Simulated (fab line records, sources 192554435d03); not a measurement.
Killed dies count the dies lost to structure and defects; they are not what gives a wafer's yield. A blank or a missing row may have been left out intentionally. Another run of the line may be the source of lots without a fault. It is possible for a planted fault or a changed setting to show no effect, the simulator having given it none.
Split-lot experiment | flow n5 finfet | on a route of 1938 steps: 7 lots, 21 wafers read

## THE SPLIT
At N5_HKMG_FIN_ETCH_55 (etches SOC in N2/H2, target depth 240 nm, time 300 s), the setting time s was moved away from the recipe's 300 s on 8 of the 21 wafers read, by -17.1% to +8.9%. The other wafers ran this setting at the recipe's value.

The reading comes from the split's own step.

## THE READING
SiARC_of_HKMG_FIN_COAT_42.thk nm (the simulator's own value, which no gauge read), in nm, at N5_HKMG_FIN_ETCH_55 (etches SOC in N2/H2, target depth 240 nm, time 300 s). There is no usual value for it anywhere in the file. Here, 13 wafers ran the recipe; their average is 21.5 nm with a standard deviation of 0.56 nm.

wafer  | tool, chamber at the split | time s as run, s | against the recipe | SiARC_of_HKMG_FIN_COAT_42.thk nm, nm | against lot-mates on the recipe
L075.1 | rie diel-05, 1             | 326.6            | +8.9%              | 22                                   | -0.8
L075.5 | rie diel-05, 2             | 300              | recipe             | 22.8                                 | -
L075.6 | rie diel-05, 3             | 326.6            | +8.9%              | 20.4                                 | -2.4
L077.3 | rie diel-02, 1             | 248.7            | -17.1%             | 23.6                                 | +2.3
L077.5 | rie diel-02, 0             | 300              | recipe             | 21.2                                 | -
L077.6 | rie diel-02, 1             | 300              | recipe             | 21.4                                 | -
L080.1 | rie diel-06, 1             | 300              | recipe             | 20.8                                 | -
L080.5 | rie diel-06, 3             | 300              | recipe             | 21.4                                 | -
L080.6 | rie diel-06, 0             | 300              | recipe             | 22.2                                 | -
L084.2 | rie diel-05, 0             | 254.1            | -15.3%             | 23.8                                 | +2.1
L084.3 | rie diel-05, 2             | 300              | recipe             | 22.4                                 | -
L084.5 | rie diel-05, 3             | 300              | recipe             | 21                                   | -
L085.1 | rie diel-02, 2             | 252.4            | -15.9%             | 23.2                                 | +1.8
L085.2 | rie diel-02, 0             | 300              | recipe             | 21.4                                 | -
L085.6 | rie diel-02, 1             | 252.4            | -15.9%             | 23.6                                 | +2.2
L089.3 | rie diel-02, 2             | 253.8            | -15.4%             | 23.4                                 | +2.2
L089.5 | rie diel-02, 0             | 253.8            | -15.4%             | 23.4                                 | +2.2
L089.6 | rie diel-02, 1             | 300              | recipe             | 21.2                                 | -
L097.1 | rie diel-02, 3             | 300              | recipe             | 21.6                                 | -
L097.2 | rie diel-02, 2             | 300              | recipe             | 21.2                                 | -
L097.6 | rie diel-02, 1             | 300              | recipe             | 21.2                                 | -

FIT RESULTS
A straight line over all 21 wafers: SiARC_of_HKMG_FIN_COAT_42.thk nm changes by -0.11 nm for each +1% of time s; r = -0.85; the points scatter about the line by 0.58 nm.
The same after taking each lot's own level away (the mean of its wafers on the recipe; 21 wafers): -0.142 nm for each +1%; r = -0.94; scatter 0.44 nm.
Per that fit: largest time s move, reading shift of 2.4 nm.
Across the lots, their own levels run from 21.20 to 22.80 nm, a range of 2.8 times the standard deviation given above.
Thus the slope moves with the lot-to-lot level: the two fits are different.
Check: with one of the wafers moved furthest among these (-17.1%) left out of the fit, the line predicts +2.38 nm for it against its lot-mates. Against them it came out at +2.3 nm.

## THESE WAFERS: OTHER SPLITS
Before the reading, these wafers also passed through other splits. Each is held against what the fit with the lots' levels taken away leaves over:
other split on the same wafers     | wafers away from the commonest value | r with SiARC_of_HKMG_FIN_COAT_42.thk nm (lot level and that fit taken away)
N5_SD_EPI_P_ETCH_16 target depth a | 5                                    | +0.15
N5_SD_EPI_P_EPI_21 temp c          | 7                                    | +0.20
N5_HKMG_FIN_ETCH_54 source w       | 6                                    | +0.24

## THE WHOLE CHAIN: every reading that the file lists as answering this split, in the file's order
step                | what it does                                         | reading                                                                           | change (the file's fit)               | r (the file's)
N5_HKMG_FIN_ETCH_55 | etches SOC in N2/H2, target depth 240 nm, time 300 s | HKMG_FIN.feature depth nm (the simulator's own value, which no gauge read)        | +2.2 nm for each +1% of the setting   | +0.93
N5_HKMG_FIN_ETCH_55 | etches SOC in N2/H2, target depth 240 nm, time 300 s | etch.depth nm (the simulator's own value, which no gauge read)                    | +2.2 nm for each +1% of the setting   | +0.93
N5_HKMG_FIN_ETCH_55 | etches SOC in N2/H2, target depth 240 nm, time 300 s | SiARC_of_HKMG_FIN_COAT_42.thk nm (the simulator's own value, which no gauge read) | -0.138 nm for each +1% of the setting | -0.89

## FILE'S OWN FIT
SiARC_of_HKMG_FIN_COAT_42.thk nm changes by -0.138 nm for each +1% of time s, r = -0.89.
